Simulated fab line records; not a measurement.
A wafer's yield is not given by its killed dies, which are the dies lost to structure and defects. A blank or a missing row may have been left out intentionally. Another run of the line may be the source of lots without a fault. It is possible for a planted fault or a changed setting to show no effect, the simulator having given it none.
Chamber matching | flow n5Finfet | rieDiel-06 running N5_BEOL_M10_ETCH_65: 4 sister chambers
The step etches SiARC in CF4, target depth 39 nm, time 65 s. 4 wafers are shown with their chamber, then 9 later ones without.

== WAFERS, EACH WITH ITS CHAMBER ==
wafer  | chamber | throttleValvePct (%)
L079.4 | 1       | 15.35
L082.6 | 3       | 16.08
L086.1 | 0       | 15.72
L086.5 | 2       | 15.46

== WAFERS WHOSE CHAMBER IS MISSING ==
wafer  | throttleValvePct (%)
L085.1 | 16.08
L085.4 | 15.48
L085.5 | 16.11
L088.2 | 15.48
L088.3 | 15.41
L088.5 | 15.47
L095.1 | 15.51
L095.3 | 15.44
L095.4 | 15.77

== THE CHAMBER EACH PASSED THROUGH ==
wafer  | from the rows above     | in truth
L085.1 | 3                       | 3
L085.4 | 2                       | 2
L085.5 | 3                       | 3
L088.2 | 2                       | 2
L088.3 | can't be placed: 2 or 1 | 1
L088.5 | 2                       | 2
L095.1 | 2                       | 2
L095.3 | 2                       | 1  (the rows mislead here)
L095.4 | 0                       | 0
Placed correctly: 7 of 9. From these rows, 1 cannot be placed; in 1 the true chamber is one of the candidates. Placed wrongly: 1.
How it was worked out, from the rows above alone: a wafer's distance from a chamber is the root of the sum, over the readings, of the square of ((its reading less the chamber's mean) divided by the reading's scatter). If the next closest chamber is less than 2 further off than the closest, the wafer can't be placed; otherwise it belongs to the closest. For every chamber, the mean is computed from those of its wafers that are shown. The scatter: with one shown wafer a chamber, the root of the mean of the squares of how far each hidden wafer lies from its nearest shown one.
